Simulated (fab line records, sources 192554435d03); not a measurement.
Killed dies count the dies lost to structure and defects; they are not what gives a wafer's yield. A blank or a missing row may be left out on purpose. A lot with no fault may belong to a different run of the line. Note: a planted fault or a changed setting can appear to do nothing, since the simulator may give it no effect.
Which tool did it? || flow n5-finfet || 24 lots, 72 wafers sampled, at 2 steps of a route of 1938

== WHAT EACH GAUGE READ, for each wafer ==
N5_BEOL_M15_CD_MEAS_17 targets a cd of 360 nm. Usual: cd-nm at 359.8 nm, with a standard deviation of 2.1.
{"lot": "L074", "measured": "day 12 01:14", "on": "cd-sem-02", "cd-nm (nm)": "356.2 356.3 358.8", "flag": ""}
{"lot": "L076", "measured": "day 12 21:22", "on": "cd-sem-01", "cd-nm (nm)": "358.6 359.7 358.6", "flag": ""}
{"lot": "L075", "measured": "day 13 00:07", "on": "cd-sem-02", "cd-nm (nm)": "360.1 358.8 357.4", "flag": ""}
{"lot": "L077", "measured": "day 13 01:53", "on": "cd-sem-01", "cd-nm (nm)": "359.8 357.8 360.8", "flag": ""}
{"lot": "L080", "measured": "day 13 03:49", "on": "cd-sem-02", "cd-nm (nm)": "364.3 360.0 363.7", "flag": ""}
{"lot": "L078", "measured": "day 13 04:25", "on": "cd-sem-02", "cd-nm (nm)": "361.0 362.2 360.7", "flag": ""}
{"lot": "L079", "measured": "day 13 05:04", "on": "cd-sem-01", "cd-nm (nm)": "357.5 358.9 360.5", "flag": ""}
{"lot": "L081", "measured": "day 14 09:11", "on": "cd-sem-02", "cd-nm (nm)": "359.6 362.2 362.4", "flag": ""}
{"lot": "L084", "measured": "day 14 10:37", "on": "cd-sem-03", "cd-nm (nm)": "362.9 360.3 362.9", "flag": ""}
{"lot": "L082", "measured": "day 14 13:36", "on": "cd-sem-02", "cd-nm (nm)": "361.1 360.5 359.9", "flag": ""}
{"lot": "L083", "measured": "day 14 15:32", "on": "cd-sem-02", "cd-nm (nm)": "360.3 359.6 358.7", "flag": ""}
{"lot": "L086", "measured": "day 15 15:13", "on": "cd-sem-03", "cd-nm (nm)": "358.3 358.6 358.0", "flag": ""}
{"lot": "L087", "measured": "day 15 15:23", "on": "cd-sem-02", "cd-nm (nm)": "360.7 358.7 360.4", "flag": ""}
{"lot": "L088", "measured": "day 15 15:27", "on": "cd-sem-03", "cd-nm (nm)": "360.9 360.2 359.3", "flag": ""}
{"lot": "L090", "measured": "day 16 04:07", "on": "cd-sem-02", "cd-nm (nm)": "357.5 356.5 357.7", "flag": ""}
{"lot": "L085", "measured": "day 16 04:13", "on": "cd-sem-01", "cd-nm (nm)": "359.7 358.1 362.6", "flag": ""}
{"lot": "L089", "measured": "day 16 04:32", "on": "cd-sem-03", "cd-nm (nm)": "356.9 356.1 358.7", "flag": ""}
{"lot": "L092", "measured": "day 16 07:05", "on": "cd-sem-03", "cd-nm (nm)": "360.6 360.7 360.8", "flag": ""}
{"lot": "L091", "measured": "day 16 22:50", "on": "cd-sem-03", "cd-nm (nm)": "360.6 361.5 363.9", "flag": ""}
{"lot": "L094", "measured": "day 17 05:16", "on": "cd-sem-02", "cd-nm (nm)": "358.0 359.1 361.7", "flag": ""}
{"lot": "L095", "measured": "day 17 08:15", "on": "cd-sem-02", "cd-nm (nm)": "358.8 359.0 359.0", "flag": ""}
{"lot": "L093", "measured": "day 17 09:06", "on": "cd-sem-02", "cd-nm (nm)": "357.1 357.5 357.7", "flag": ""}
{"lot": "L096", "measured": "day 17 17:17", "on": "cd-sem-02", "cd-nm (nm)": "355.7 359.2 361.2", "flag": ""}
{"lot": "L097", "measured": "day 18 10:37", "on": "cd-sem-03", "cd-nm (nm)": "360.1 359.0 358.4", "flag": ""}

== EACH LOT AND THE TOOL THAT RAN IT (in order: tool; ch and the chambers of the sampled wafers; start) ==
{"lot": "L074", "N5_BEOL_M15_DESCUM_15": "rie-diel-03 ch 0,2, day 12 00:44"}
{"lot": "L076", "N5_BEOL_M15_DESCUM_15": "rie-diel-02 ch 1,2, day 12 20:52"}
{"lot": "L075", "N5_BEOL_M15_DESCUM_15": "rie-diel-02 ch 1,2, day 12 23:38"}
{"lot": "L077", "N5_BEOL_M15_DESCUM_15": "rie-diel-02 ch 1,2,3, day 13 01:23"}
{"lot": "L080", "N5_BEOL_M15_DESCUM_15": "rie-diel-03 ch 1,2,3, day 13 03:19"}
{"lot": "L078", "N5_BEOL_M15_DESCUM_15": "rie-diel-04 ch 0,3, day 13 03:54"}
{"lot": "L079", "N5_BEOL_M15_DESCUM_15": "rie-diel-02 ch 1,3, day 13 04:34"}
{"lot": "L081", "N5_BEOL_M15_DESCUM_15": "rie-diel-02 ch 2,3, day 14 08:41"}
{"lot": "L084", "N5_BEOL_M15_DESCUM_15": "rie-diel-02 ch 0,1,3, day 14 10:07"}
{"lot": "L082", "N5_BEOL_M15_DESCUM_15": "rie-diel-03 ch 1,3, day 14 13:06"}
{"lot": "L083", "N5_BEOL_M15_DESCUM_15": "rie-diel-02 ch 1,2,3, day 14 15:02"}
{"lot": "L086", "N5_BEOL_M15_DESCUM_15": "rie-diel-03 ch 1,3, day 15 14:43"}
{"lot": "L087", "N5_BEOL_M15_DESCUM_15": "rie-diel-04 ch 0,2, day 15 14:53"}
{"lot": "L088", "N5_BEOL_M15_DESCUM_15": "rie-diel-02 ch 0,1, day 15 14:57"}
{"lot": "L090", "N5_BEOL_M15_DESCUM_15": "rie-diel-03 ch 1,2,3, day 16 03:38"}
{"lot": "L085", "N5_BEOL_M15_DESCUM_15": "rie-diel-02 ch 1,3, day 16 03:43"}
{"lot": "L089", "N5_BEOL_M15_DESCUM_15": "rie-diel-03 ch 0,2,3, day 16 04:02"}
{"lot": "L092", "N5_BEOL_M15_DESCUM_15": "rie-diel-02 ch 0,2, day 16 06:35"}
{"lot": "L091", "N5_BEOL_M15_DESCUM_15": "rie-diel-04 ch 1,2,3, day 16 22:20"}
{"lot": "L094", "N5_BEOL_M15_DESCUM_15": "rie-diel-02 ch 0,1,2, day 17 04:46"}
{"lot": "L095", "N5_BEOL_M15_DESCUM_15": "rie-diel-03 ch 0,2,3, day 17 07:44"}
{"lot": "L093", "N5_BEOL_M15_DESCUM_15": "rie-diel-03 ch 0,2,3, day 17 08:36"}
{"lot": "L096", "N5_BEOL_M15_DESCUM_15": "rie-diel-03 ch 1,2,3, day 17 16:47"}
{"lot": "L097", "N5_BEOL_M15_DESCUM_15": "rie-diel-02 ch 2,3, day 18 10:08"}
- N5_BEOL_M15_DESCUM_15: chemistry O2, time 7.9 s.

== AS READ BY THE TOOLS THEMSELVES (means over the sampled wafers that have a number; for cases with no such wafer, the mark the record gives instead) ==
N5_BEOL_M15_DESCUM_15. Usual: drypump-motor-current-A 5.8 A, standard deviation 0.64; oes-product-au 0.83 a.u., standard deviation 0.1; rf-vpp-V 243.1 V, standard deviation 1.2; showerhead-plenum-p-Torr 2.09 Torr, standard deviation 0.059; throttle-valve-pct 20.37 %, standard deviation 0.29.
{"lot": "L074", "tool": "rie-diel-03", "drypump-motor-current-A (A)": 5.3, "oes-product-au (a.u.)": 0.89, "rf-vpp-V (V)": 242.2, "showerhead-plenum-p-Torr (Torr)": 2.07, "throttle-valve-pct (%)": 20.60, "flag": ""}
{"lot": "L076", "tool": "rie-diel-02", "drypump-motor-current-A (A)": 5.3, "oes-product-au (a.u.)": 0.81, "rf-vpp-V (V)": 244.5, "showerhead-plenum-p-Torr (Torr)": 2.14, "throttle-valve-pct (%)": 20.46, "flag": ""}
{"lot": "L075", "tool": "rie-diel-02", "drypump-motor-current-A (A)": 5.3, "oes-product-au (a.u.)": 0.80, "rf-vpp-V (V)": 244.3, "showerhead-plenum-p-Torr (Torr)": 2.14, "throttle-valve-pct (%)": 20.46, "flag": ""}
{"lot": "L077", "tool": "rie-diel-02", "drypump-motor-current-A (A)": 5.9, "oes-product-au (a.u.)": 0.79, "rf-vpp-V (V)": 242.6, "showerhead-plenum-p-Torr (Torr)": 2.10, "throttle-valve-pct (%)": 20.34, "flag": ""}
{"lot": "L080", "tool": "rie-diel-03", "drypump-motor-current-A (A)": 5.9, "oes-product-au (a.u.)": 0.80, "rf-vpp-V (V)": 243.3, "showerhead-plenum-p-Torr (Torr)": 2.11, "throttle-valve-pct (%)": 20.31, "flag": ""}
{"lot": "L078", "tool": "rie-diel-04", "drypump-motor-current-A (A)": 6.1, "oes-product-au (a.u.)": 0.71, "rf-vpp-V (V)": 241.9, "showerhead-plenum-p-Torr (Torr)": 2.00, "throttle-valve-pct (%)": 20.31, "flag": ""}
{"lot": "L079", "tool": "rie-diel-02", "drypump-motor-current-A (A)": 6.6, "oes-product-au (a.u.)": 0.73, "rf-vpp-V (V)": 242.6, "showerhead-plenum-p-Torr (Torr)": 2.11, "throttle-valve-pct (%)": 20.47, "flag": ""}
{"lot": "L081", "tool": "rie-diel-02", "drypump-motor-current-A (A)": 6.0, "oes-product-au (a.u.)": 0.83, "rf-vpp-V (V)": 242.9, "showerhead-plenum-p-Torr (Torr)": 2.06, "throttle-valve-pct (%)": 20.11, "flag": ""}
{"lot": "L084", "tool": "rie-diel-02", "drypump-motor-current-A (A)": 6.3, "oes-product-au (a.u.)": 0.81, "rf-vpp-V (V)": 243.0, "showerhead-plenum-p-Torr (Torr)": 2.11, "throttle-valve-pct (%)": 20.48, "flag": ""}
{"lot": "L082", "tool": "rie-diel-03", "drypump-motor-current-A (A)": 6.1, "oes-product-au (a.u.)": 0.86, "rf-vpp-V (V)": 243.5, "showerhead-plenum-p-Torr (Torr)": 2.12, "throttle-valve-pct (%)": 19.96, "flag": ""}
{"lot": "L083", "tool": "rie-diel-02", "drypump-motor-current-A (A)": 5.9, "oes-product-au (a.u.)": 0.77, "rf-vpp-V (V)": 242.8, "showerhead-plenum-p-Torr (Torr)": 2.10, "throttle-valve-pct (%)": 20.35, "flag": ""}
{"lot": "L086", "tool": "rie-diel-03", "drypump-motor-current-A (A)": 6.0, "oes-product-au (a.u.)": 0.78, "rf-vpp-V (V)": 243.6, "showerhead-plenum-p-Torr (Torr)": 2.10, "throttle-valve-pct (%)": 20.10, "flag": ""}
{"lot": "L087", "tool": "rie-diel-04", "drypump-motor-current-A (A)": 5.7, "oes-product-au (a.u.)": 0.71, "rf-vpp-V (V)": 240.6, "showerhead-plenum-p-Torr (Torr)": 1.97, "throttle-valve-pct (%)": 20.38, "flag": ""}
{"lot": "L088", "tool": "rie-diel-02", "drypump-motor-current-A (A)": 6.3, "oes-product-au (a.u.)": 0.97, "rf-vpp-V (V)": 243.5, "showerhead-plenum-p-Torr (Torr)": 2.15, "throttle-valve-pct (%)": 20.52, "flag": ""}
{"lot": "L090", "tool": "rie-diel-03", "drypump-motor-current-A (A)": 5.9, "oes-product-au (a.u.)": 0.87, "rf-vpp-V (V)": 243.3, "showerhead-plenum-p-Torr (Torr)": 2.10, "throttle-valve-pct (%)": 20.22, "flag": ""}
{"lot": "L085", "tool": "rie-diel-02", "drypump-motor-current-A (A)": 6.6, "oes-product-au (a.u.)": 0.90, "rf-vpp-V (V)": 243.0, "showerhead-plenum-p-Torr (Torr)": 2.10, "throttle-valve-pct (%)": 20.27, "flag": ""}
{"lot": "L089", "tool": "rie-diel-03", "drypump-motor-current-A (A)": 5.5, "oes-product-au (a.u.)": 0.88, "rf-vpp-V (V)": 243.4, "showerhead-plenum-p-Torr (Torr)": 2.08, "throttle-valve-pct (%)": 20.42, "flag": ""}
{"lot": "L092", "tool": "rie-diel-02", "drypump-motor-current-A (A)": 5.3, "oes-product-au (a.u.)": 0.88, "rf-vpp-V (V)": 243.5, "showerhead-plenum-p-Torr (Torr)": 2.14, "throttle-valve-pct (%)": 20.62, "flag": ""}
{"lot": "L091", "tool": "rie-diel-04", "drypump-motor-current-A (A)": 5.6, "oes-product-au (a.u.)": 0.80, "rf-vpp-V (V)": 242.3, "showerhead-plenum-p-Torr (Torr)": 2.04, "throttle-valve-pct (%)": 20.10, "flag": ""}
{"lot": "L094", "tool": "rie-diel-02", "drypump-motor-current-A (A)": 5.7, "oes-product-au (a.u.)": 0.88, "rf-vpp-V (V)": 243.9, "showerhead-plenum-p-Torr (Torr)": 2.14, "throttle-valve-pct (%)": 20.52, "flag": ""}
{"lot": "L095", "tool": "rie-diel-03", "drypump-motor-current-A (A)": 5.5, "oes-product-au (a.u.)": 0.86, "rf-vpp-V (V)": 242.7, "showerhead-plenum-p-Torr (Torr)": 2.07, "throttle-valve-pct (%)": 20.45, "flag": ""}
{"lot": "L093", "tool": "rie-diel-03", "drypump-motor-current-A (A)": 5.5, "oes-product-au (a.u.)": 0.86, "rf-vpp-V (V)": 242.5, "showerhead-plenum-p-Torr (Torr)": 2.07, "throttle-valve-pct (%)": 20.45, "flag": ""}
{"lot": "L096", "tool": "rie-diel-03", "drypump-motor-current-A (A)": 5.9, "oes-product-au (a.u.)": 0.85, "rf-vpp-V (V)": 243.1, "showerhead-plenum-p-Torr (Torr)": 2.10, "throttle-valve-pct (%)": 20.23, "flag": ""}
{"lot": "L097", "tool": "rie-diel-02", "drypump-motor-current-A (A)": 6.0, "oes-product-au (a.u.)": 0.80, "rf-vpp-V (V)": 242.8, "showerhead-plenum-p-Torr (Torr)": 2.05, "throttle-valve-pct (%)": 20.15, "flag": ""}

== THE ANSWER, worked out from the rows above alone ==
Rule: lot off if the mean of its wafers having a number is beyond 3 standard deviations from the usual mean. A lot without any number at a reading at which 4 lots or more have one is off too. Any other lot the step has rows for is counted as sound. Order of review: gauges by route order, followed by the tools' own readings, for which a lot's mean as printed above is used. At the first step where some lot is off, the reading lying furthest off is the one used; lots without a number count as furthest.
No lot is off on any of the readings shown, so nothing can be concluded from this.

== WHAT THE SIMULATOR PUT IN ==
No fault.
